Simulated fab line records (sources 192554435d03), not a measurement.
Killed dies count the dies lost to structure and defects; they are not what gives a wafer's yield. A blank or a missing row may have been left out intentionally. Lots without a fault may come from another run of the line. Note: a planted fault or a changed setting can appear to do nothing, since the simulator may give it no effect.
fab line records + flow n5_finfet
record
- lots=9
- wafers=25
- last_day=18
route steps=1938 shown MOL_CONTACT_COAG@551 BEOL_M4@1111
lots untouched by any fault: they come from a run of this same line in which no faults occurred
start_h: the number of hours between the record's first day and the start of the first shown wafer of the lot + wait_h: hours elapsed since this lot's preceding step + " repeats the value in the row above + L1.1+2: one row covering several wafers at once + - no value present, or no start provided + * or withheld: withheld + < > ~ a bound
route shown NAME@n: names a module that has steps shown in the file, with the first one's number in the route + usual: the fault-free wafers' mean and standard deviation + same: alike in all rows + chamber/n: place in a boat + sites: the reading at each site + _std_site: the values' standard deviation + _edge_site: mean of outer sites minus mean of inner sites + radius_mm: how far each site lies from the wafer's centre + mask NAME#n: copy n + behind: the most recent tool/chamber to have shaped the wafer + hold: why the lot went on hold/how many hours it stayed there/how the hold came to an end + device: transistor that didn't switch, given as n, p or np + end of line: tests of these same wafers at the route's end + a step given without rows: its recipe and nothing more + killed: count of dies lost to structure and defects at first sort (not the wafer's yield) + map: dies across one wafer; x = killed, . = not, _ = none there
set.NAME: the setting that was run; set.NAME@STEP: the one run at that earlier step + model.NAME: the simulator's own value behind a step, which no gauge read
steps of the route over a sample of lots; a table a step, a row a wafer
services: when a tool's chamber went out of use (start_h, in hours from the record's first day, below 0 if earlier), for how many hours, and the reason
## steps
# step N5_MOL_CONTACT_COAG_SPUTTER_130
# recipe
- material=Co
- target_thk_a=475
- temp_c=25
- chamber_pressure_pa=0.5
- power_w=3000
# usual
- susceptor_temp_C=25.00/0.1
- throttle_valve_pct=29.8/1.3
| lot.wafer | tool           | chamber | start_h | wait_h | susceptor_temp_C | throttle_valve_pct |
|-----------|----------------|---------|---------|--------|------------------|--------------------|
| L776.3    | pvd_sputter-01 | -       | 95.60   | 0.0    | 24.92            | 28.2               |
| L776.4    | "              | -       | "       | "      | 25.01            | 29.4               |
| L776.5    | "              | -       | "       | "      | 24.88            | 28.4               |
| L778.2    | pvd_sputter-03 | -       | 104.82  | 0.0    | 25.20            | 28.7               |
| L778.3    | "              | -       | "       | "      | 25.03            | 32.2               |
| L778.4    | "              | -       | "       | "      | 24.85            | 28.9               |
| L782.1    | pvd_sputter-03 | -       | 138.11  | 0.0    | 24.90            | 31.6               |
| L782.2    | "              | -       | "       | "      | 25.02            | 28.9               |
| L782.4    | "              | -       | "       | "      | 24.94            | 28.9               |
| L787.3    | pvd_sputter-03 | -       | 171.66  | 0.0    | 25.00            | 29.5               |
| L787.4    | "              | -       | "       | "      | 25.08            | 29.1               |
| L787.5    | "              | -       | "       | "      | 25.02            | 29.3               |
| L788.4    | pvd_sputter-03 | -       | 172.56  | 0.0    | 24.96            | 32.1               |
| L788.5    | "              | -       | "       | "      | 24.90            | 29.1               |
| L788.6    | "              | -       | "       | "      | 24.92            | 29.6               |
| L790.2    | pvd_sputter-02 | -       | 183.48  | 0.0    | 24.83            | 29.7               |
| L790.4    | "              | -       | "       | "      | 25.05            | 32.3               |
| L790.5    | "              | -       | "       | "      | 25.11            | 30.3               |
| L795.3    | pvd_sputter-03 | -       | 212.68  | 0.0    | 25.01            | 29.0               |
| L795.5    | "              | -       | "       | "      | 24.94            | 29.6               |
| L795.6    | "              | -       | "       | "      | 24.99            | 29.3               |
| L797.2    | pvd_sputter-01 | -       | 224.76  | 0.0    | 25.03            | 29.4               |
| L797.3    | "              | -       | "       | "      | 24.95            | 28.3               |
| L798.1    | pvd_sputter-02 | -       | 229.39  | 0.0    | 25.11            | 30.4               |
| L798.2    | "              | -       | "       | "      | 25.01            | 30.6               |
# step N5_MOL_CONTACT_COAG_ALD_27
# recipe
- material=SiOC
- target_thk_a=170
- temp_c=400
- ald_precursor_family=carbosiloxane
- ald_co_reactant=H2-plasma
- pulse_time_s=1.5
- time_s=2720
- purge_time_s=2
- co_reactant_purge_time_s=2
- ald_cycles=340
- pressure_torr=2
# usual
- heater_power_w=859/110
- precursor_pulse_height_rel=1.002/0.02
- susceptor_temp_C=400.01/0.22
| lot.wafer | tool       | chamber | start_h | wait_h | heater_power_w | precursor_pulse_height_rel | since_wet_clean_h | susceptor_temp_C |
|-----------|------------|---------|---------|--------|----------------|----------------------------|-------------------|------------------|
| L776.3    | ald_sin-01 | 0       | 96.60   | 0.0    | 779            | 0.992                      | 194               | 400.04           |
| L776.4    | "          | 3       | "       | "      | 838            | 0.988                      | 194               | 400.35           |
| L776.5    | "          | 0       | "       | "      | 782            | 1.007                      | -                 | 400.13           |
| L778.2    | ald_sin-02 | 2       | 105.82  | 0.0    | 932            | 0.999                      | 7                 | 399.97           |
| L778.3    | "          | 3       | "       | "      | 853            | 0.994                      | 7                 | 400.29           |
| L778.4    | "          | 0       | "       | "      | 1103           | 0.984                      | -                 | 399.76           |
| L782.1    | ald_sin-01 | 1       | 139.16  | 0.0    | 691            | 0.993                      | 236               | 399.75           |
| L782.2    | "          | 0       | "       | "      | 784            | 0.977                      | 236               | 399.96           |
| L782.4    | "          | 2       | "       | "      | 861            | 0.991                      | 236               | 400.35           |
| L787.3    | ald_sin-01 | 2       | 173.07  | 0.3    | 864            | 0.998                      | 270               | 400.09           |
| L787.4    | "          | 0       | "       | "      | 797            | 1.000                      | 270               | 400.04           |
| L787.5    | "          | 3       | "       | "      | 805            | 1.031                      | -                 | 400.10           |
| L788.4    | ald_sin-02 | 0       | 174.48  | 1.0    | 1105           | 0.965                      | 76                | 400.14           |
| L788.5    | "          | 0       | "       | "      | 1100           | 0.980                      | -                 | 400.11           |
| L788.6    | "          | 3       | "       | "      | 853            | 1.018                      | -                 | 400.03           |
| L790.2    | ald_sin-01 | 1       | 185.03  | 0.6    | 711            | 1.007                      | 282               | 400.07           |
| L790.4    | "          | 0       | "       | "      | 771            | 1.029                      | 282               | 400.25           |
| L790.5    | "          | 3       | "       | "      | 822            | 1.019                      | -                 | 400.49           |
| L795.3    | ald_sin-02 | 3       | 213.68  | 0.0    | 889            | 0.989                      | 115               | 399.83           |
| L795.5    | "          | 1       | "       | "      | 826            | 1.010                      | -                 | 400.05           |
| L795.6    | "          | 0       | "       | "      | 1113           | 1.030                      | -                 | 400.14           |
| L797.2    | ald_sin-01 | 2       | 225.76  | 0.0    | 861            | 1.013                      | 323               | 399.73           |
| L797.3    | "          | 1       | "       | "      | 714            | 1.012                      | 323               | 399.82           |
| L798.1    | ald_sin-01 | 3       | 230.39  | 0.0    | 845            | 1.012                      | 327               | 400.27           |
| L798.2    | "          | 1       | "       | "      | 707            | 1.021                      | 327               | 400.06           |
# step N5_MOL_CONTACT_COAG_ETCH_89
# recipe
- chemistry=N2/H2
- target=underlayer
- target_depth_a=130
- mask_material=CAR-EUV
- time_s=10.4
- ion_energy_ev=200
- pressure_mtorr=30
- source_w=840
- bias_w=150
- n2_flow_sccm=200
- h2_flow_sccm=200
- ends=cleared
# usual
- drypump_motor_current_A=5.9/0.37
- etch_rf_on_time_s=10.41/0.17
- oes_product_au=0.68/0.085
- rf_vpp_V=523/3.4
- showerhead_plenum_p_Torr=2.52/0.12
- throttle_valve_pct=17.90/0.22
| lot.wafer | tool        | chamber | start_h | wait_h | drypump_motor_current_A | etch_rf_on_time_s | oes_product_au | rf_hours_counter_h | rf_vpp_V | showerhead_plenum_p_Torr | throttle_valve_pct |
|-----------|-------------|---------|---------|--------|-------------------------|-------------------|----------------|--------------------|----------|--------------------------|--------------------|
| L776.3    | rie_diel-06 | 3       | 100.46  | 0.0    | 6.5                     | 10.34             | 0.60           | 236                | 523      | 2.52                     | 18.06              |
| L776.4    | "           | 0       | "       | "      | 5.8                     | 10.61             | 0.73           | -                  | 522      | 2.47                     | 17.66              |
| L776.5    | "           | 2       | "       | "      | 6.3                     | 10.34             | 0.60           | -                  | 525      | 2.52                     | 18.02              |
| L778.2    | rie_diel-03 | 2       | 109.00  | 0.0    | 6.2                     | 10.59             | 0.65           | 138                | 517      | 2.35                     | 18.05              |
| L778.3    | "           | 1       | "       | "      | 5.9                     | 10.68             | 0.59           | 236                | 526      | 2.62                     | 18.45              |
| L778.4    | "           | 2       | "       | "      | 6.2                     | 10.45             | 0.65           | -                  | 518      | 2.35                     | 18.05              |
| L782.1    | rie_diel-03 | 2       | 142.36  | 0.0    | 6.2                     | 10.63             | 0.64           | 153                | 517      | 2.35                     | 18.07              |
| L782.2    | "           | 3       | "       | "      | 6.2                     | 10.49             | 0.67           | 98                 | 525      | 2.67                     | 18.01              |
| L782.4    | "           | 3       | "       | "      | 6.2                     | 10.42             | 0.67           | -                  | 527      | 2.68                     | 18.00              |
| L787.3    | rie_diel-06 | 2       | 176.21  | 0.0    | 6.3                     | 10.23             | 0.85           | 2                  | 522      | 2.50                     | 17.65              |
| L787.4    | "           | 1       | "       | "      | 5.4                     | 10.11             | 0.76           | 38                 | 529      | 2.70                     | 17.81              |
| L787.5    | "           | 3       | "       | "      | 6.4                     | 10.43             | 0.78           | -                  | 522      | 2.50                     | 17.71              |
| L788.4    | rie_diel-03 | 1       | 178.31  | 0.0    | 5.9                     | 10.27             | 0.81           | 10                 | 527      | 2.61                     | 18.09              |
| L788.5    | "           | 3       | "       | "      | 6.2                     | 10.34             | 0.66           | -                  | 526      | 2.67                     | 18.02              |
| L788.6    | "           | 2       | "       | "      | 6.2                     | 10.55             | 0.63           | -                  | 519      | 2.34                     | 18.09              |
| L790.2    | rie_diel-05 | 0       | 188.29  | 0.0    | 5.3                     | 10.43             | 0.61           | 221                | 519      | 2.41                     | 18.37              |
| L790.4    | "           | 2       | "       | "      | 5.4                     | 10.13             | 0.83           | -                  | 528      | 2.71                     | 17.56              |
| L790.5    | "           | 0       | "       | "      | 5.3                     | 10.49             | 0.61           | -                  | 520      | 2.41                     | 18.39              |
| L795.3    | rie_diel-03 | 2       | 216.58  | 0.0    | 6.2                     | 10.49             | 0.62           | 187                | 518      | 2.33                     | 18.14              |
| L795.5    | "           | 3       | "       | "      | 6.2                     | 10.40             | 0.65           | -                  | 526      | 2.66                     | 18.06              |
| L795.6    | "           | 2       | "       | "      | 6.2                     | 10.55             | 0.62           | -                  | 517      | 2.33                     | 18.14              |
| L797.2    | rie_diel-03 | 2       | 229.14  | 0.0    | 6.1                     | 6.81              | 0.80           | 190                | 521      | 2.33                     | 18.17              |
| L797.3    | "           | 1       | "       | "      | 5.9                     | 6.62              | 1.00           | 31                 | 525      | 2.60                     | 18.17              |
| L798.1    | rie_diel-03 | 2       | 234.79  | 0.0    | 6.2                     | 10.40             | 0.63           | 193                | 518      | 2.33                     | 18.14              |
| L798.2    | "           | 0       | "       | "      | 5.6                     | 6.62              | 0.77           | 250                | 522      | 2.50                     | 17.88              |
# step N5_MOL_CONTACT_COAG_STRIP_119
# recipe
- chemistry=N2/H2
- time_s=30
- power_w=1000
- temp_c=250
- pressure_mtorr=withheld
- n2_flow_sccm=1750
- h2_flow_sccm=3250
# usual
- drypump_motor_current_A=5.97/0.29
- heater_power_w=330/39
| lot.wafer | tool            | chamber | start_h | wait_h | drypump_motor_current_A | heater_power_w | rf_hours_counter_h |
|-----------|-----------------|---------|---------|--------|-------------------------|----------------|--------------------|
| L776.3    | plasma_asher-01 | 1       | 101.27  | 0.1    | 5.77                    | 298            | -                  |
| L776.4    | "               | 0       | "       | "      | 5.66                    | 318            | -                  |
| L776.5    | "               | 0       | "       | "      | 5.67                    | 308            | -                  |
| L778.2    | plasma_asher-01 | 0       | 109.62  | 0.1    | 5.65                    | 304            | 44                 |
| L778.3    | "               | 0       | "       | "      | 5.68                    | 306            | -                  |
| L778.4    | "               | 1       | "       | "      | 5.75                    | 302            | -                  |
| L782.1    | plasma_asher-02 | 0       | 143.34  | 0.1    | 5.95                    | 298            | 98                 |
| L782.2    | "               | 1       | "       | "      | 6.39                    | 391            | 98                 |
| L782.4    | "               | 0       | "       | "      | 5.94                    | 309            | -                  |
| L787.3    | plasma_asher-02 | 1       | 176.86  | 0.1    | 6.38                    | 400            | -                  |
| L787.4    | "               | 0       | "       | "      | 5.94                    | 298            | -                  |
| L787.5    | "               | 1       | "       | "      | 6.37                    | 389            | -                  |
| L788.4    | plasma_asher-02 | 0       | 179.09  | 0.1    | 5.88                    | 305            | -                  |
| L788.5    | "               | 1       | "       | "      | 6.40                    | 388            | -                  |
| L788.6    | "               | 0       | "       | "      | 5.88                    | 301            | -                  |
| L790.2    | plasma_asher-02 | 1       | 189.82  | 0.1    | 6.40                    | 389            | 108                |
| L790.4    | "               | 0       | "       | "      | 5.91                    | 301            | -                  |
| L790.5    | "               | 1       | "       | "      | 6.39                    | 390            | -                  |
| L795.3    | plasma_asher-02 | 1       | 217.50  | 0.1    | 6.39                    | 389            | -                  |
| L795.5    | "               | 1       | "       | "      | 6.40                    | 381            | -                  |
| L795.6    | "               | 0       | "       | "      | 5.92                    | 301            | -                  |
| L797.2    | plasma_asher-02 | 0       | 229.76  | 0.1    | 5.92                    | 301            | 115                |
| L797.3    | "               | 1       | "       | "      | 6.43                    | 385            | -                  |
| L798.1    | plasma_asher-02 | 0       | 235.49  | 0.1    | 5.95                    | 304            | 116                |
| L798.2    | "               | 1       | "       | "      | 6.37                    | 379            | 116                |
# step N5_BEOL_M4_RC_MEAS_101
# usual
- DIBL_N=35.9/1.3
- DIBL_P=36.3/1.5
- IOFF_N=0.153/0.023
- IOFF_P=0.208/0.028
- ION_N=672/9.7
- ION_P=462/6.6
- SS_N=71.5/0.53
- SS_P=73.3/0.59
- VT_N=250.4/2.7
- VT_P=-250.5/3
| lot.wafer | tool      | chamber | start_h | wait_h | DIBL_N[mV/V] | DIBL_P[mV/V] | IOFF_N[nA/um] | IOFF_P[nA/um] | ION_N[uA/um] | ION_P[uA/um] | SS_N[mV/dec] | SS_P[mV/dec] | VT_N[mV] | VT_P[mV] |
|-----------|-----------|---------|---------|--------|--------------|--------------|---------------|---------------|--------------|--------------|--------------|--------------|----------|----------|
| L776.3    | prober-02 | 0       | 168.84  | 0.3    | 35.3         | 35.2         | 0.137         | 0.175         | 660          | 453          | 71.3         | 73.1         | 250.9    | -254.6   |
| L776.4    | "         | 0       | "       | "      | 36.9         | 37.2         | 0.162         | 0.197         | 679          | 461          | 71.8         | 73.7         | 249.6    | -255.0   |
| L776.5    | "         | 0       | "       | "      | 34.4         | 33.8         | 0.120         | 0.152         | 660          | 450          | 70.7         | 72.3         | 254.1    | -257.9   |
| L778.2    | prober-02 | 0       | 194.10  | 0.2    | 34.1         | 36.7         | 0.150         | 0.207         | 674          | 467          | 71.5         | 73.5         | 247.2    | -250.3   |
| L778.3    | "         | 0       | "       | "      | 33.4         | 36.1         | 0.139         | 0.206         | 665          | 463          | 71.5         | 73.4         | 248.8    | -250.9   |
| L778.4    | "         | 0       | "       | "      | 34.4         | 36.6         | 0.148         | 0.195         | 664          | 455          | 71.6         | 73.8         | 246.3    | -252.2   |
| L782.1    | prober-01 | 0       | 223.00  | 0.0    | 36.8         | 37.2         | 0.170         | 0.235         | 681          | 470          | 72.2         | 73.8         | 248.3    | -249.1   |
| L782.2    | "         | 0       | "       | "      | 36.9         | 35.8         | 0.168         | 0.222         | 685          | 469          | 70.7         | 73.4         | 248.3    | -250.4   |
| L782.4    | "         | 0       | "       | "      | 35.7         | 35.7         | 0.149         | 0.217         | 671          | 467          | 71.8         | 73.9         | 252.0    | -249.9   |
| L787.3    | prober-01 | 0       | 243.81  | 0.3    | 35.8         | 35.2         | 0.141         | 0.200         | 670          | 462          | 71.3         | 73.0         | 252.4    | -250.8   |
| L787.4    | "         | 0       | "       | "      | 34.1         | 32.7         | 0.116         | 0.167         | 649          | 450          | 70.6         | 72.7         | 257.0    | -254.7   |
| L787.5    | "         | 0       | "       | "      | 34.7         | 34.5         | 0.120         | 0.191         | 654          | 464          | 70.8         | 73.3         | 253.8    | -251.3   |
| L788.4    | prober-02 | 0       | 251.67  | 0.5    | 36.8         | 35.5         | 0.161         | 0.211         | 677          | 454          | 71.4         | 74.0         | 253.2    | -251.8   |
| L788.5    | "         | 0       | "       | "      | 34.5         | 33.3         | 0.123         | 0.178         | 660          | 452          | 71.1         | 72.7         | 253.4    | -253.1   |
| L788.6    | "         | 0       | "       | "      | 35.1         | 33.3         | 0.129         | 0.176         | 659          | 454          | 71.6         | 73.3         | 254.8    | -253.2   |
| L790.2    | prober-02 | 0       | 268.63  | 0.2    | 36.0         | 36.8         | 0.177         | 0.237         | 687          | 471          | 71.6         | 73.8         | 243.4    | -248.4   |
| L790.4    | "         | 0       | "       | "      | 37.6         | 37.8         | 0.198         | 0.244         | 664          | 460          | 72.9         | 74.2         | 246.2    | -247.6   |
| L790.5    | "         | 0       | "       | "      | 36.6         | 36.5         | 0.174         | 0.235         | 676          | 465          | 71.9         | 73.4         | 246.1    | -246.4   |
| L795.3    | prober-01 | 0       | 303.42  | 0.8    | 33.7         | 34.3         | 0.136         | 0.213         | 665          | 462          | 70.9         | 73.3         | 251.6    | -247.8   |
| L795.5    | "         | 0       | "       | "      | 33.9         | 34.7         | 0.137         | 0.212         | 670          | 466          | 70.4         | 72.4         | 250.3    | -248.5   |
| L795.6    | "         | 0       | "       | "      | 34.0         | 35.1         | 0.144         | 0.223         | 686          | 476          | 71.5         | 73.6         | 251.4    | -245.7   |
| L797.2    | prober-02 | 0       | 313.32  | 0.2    | 37.1         | 38.5         | 0.190         | 0.239         | 690          | 472          | 71.4         | 74.4         | 247.0    | -248.6   |
| L797.3    | "         | 0       | "       | "      | 36.4         | 37.5         | 0.170         | 0.215         | 691          | 468          | 71.4         | 74.6         | 248.6    | -250.0   |
| L798.1    | prober-02 | 0       | 316.46  | 0.0    | 34.8         | 35.7         | 0.130         | 0.177         | 667          | 465          | 71.1         | 73.4         | 252.7    | -253.0   |
| L798.2    | "         | 0       | "       | "      | 35.1         | 36.5         | 0.138         | 0.189         | 674          | 461          | 71.4         | 72.4         | 252.6    | -253.8   |
## services
| tool           | chamber | start_h | hours | kind                          |
|----------------|---------|---------|-------|-------------------------------|
| ald_sin-02     | -       | 78.45   | 1.6   | repair                        |
| ald_sin-02     | -       | 85.25   | 14.0  | pm                            |
| ald_sin-02     | 0       | 85.25   | 14.8  | vent_cycle                    |
| ald_sin-02     | 1       | 85.25   | 73.7  | vent_cycle                    |
| ald_sin-02     | 2       | 85.25   | 14.0  | vent_cycle                    |
| ald_sin-02     | 3       | 85.25   | 14.0  | vent_cycle                    |
| ald_sin-02     | 2       | 99.25   | -     | clean                         |
| ald_sin-02     | 3       | 99.25   | -     | clean                         |
| rie_diel-05    | -       | 117.79  | 14.6  | pm                            |
| pvd_sputter-01 | -       | 118.42  | 0.9   | repair                        |
| rie_diel-06    | 0       | 131.83  | 6.3   | repair                        |
| ald_sin-01     | 2       | 132.12  | 6.5   | repair                        |
| pvd_sputter-01 | -       | 136.93  | 1.7   | repair                        |
| rie_diel-03    | 1       | 141.03  | -     | clean                         |
| rie_diel-03    | 1       | 141.03  | -     | consumable_replace:focus_ring |
| rie_diel-03    | 1       | 141.03  | 15.4  | scheduled_down                |
| rie_diel-03    | 1       | 141.03  | 15.4  | vent_cycle                    |
| rie_diel-05    | -       | 143.02  | 12.1  | repair                        |
| pvd_sputter-01 | -       | 147.86  | 3.0   | repair                        |
| ald_sin-01     | 0       | 149.81  | 5.6   | repair                        |
| rie_diel-03    | 0       | 160.20  | 1.9   | repair                        |
| rie_diel-05    | 2       | 178.77  | 4.2   | repair                        |
| ald_sin-01     | 3       | 207.01  | 1.9   | repair                        |
| pvd_sputter-03 | -       | 229.48  | 0.6   | repair                        |
## key
first_sign
- step=N5_MOL_CONTACT_COAG_ETCH_89
- reading=etch_rf_on_time_s
- direction=down
- sigmas=21
- usual=*
- struck=*
effect
- step=N5_MOL_CONTACT_COAG_ETCH_89
- reading=oes_product_au
- direction=up
- sigmas=2.1
- usual=0.68
- struck=0.86
met_at N5_MOL_CONTACT_COAG_ETCH_89
struck_lots L797,L798
struck_wafers L797.2,L797.3,L798.2
not_acting_at N5_MOL_CONTACT_COAG_SPUTTER_130,N5_MOL_CONTACT_COAG_ALD_27,N5_MOL_CONTACT_COAG_STRIP_119
onset_between 216.58 229.14
fault
- kind=process_parameter_drift
- tool=rie_diel-03
- chamber=-
- onset_h=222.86
- steps=N5_MOL_CONTACT_COAG_ETCH_89
- channel=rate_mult
- offset=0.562
- shape=step
- end_h=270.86
- scope=struck_wafers_only
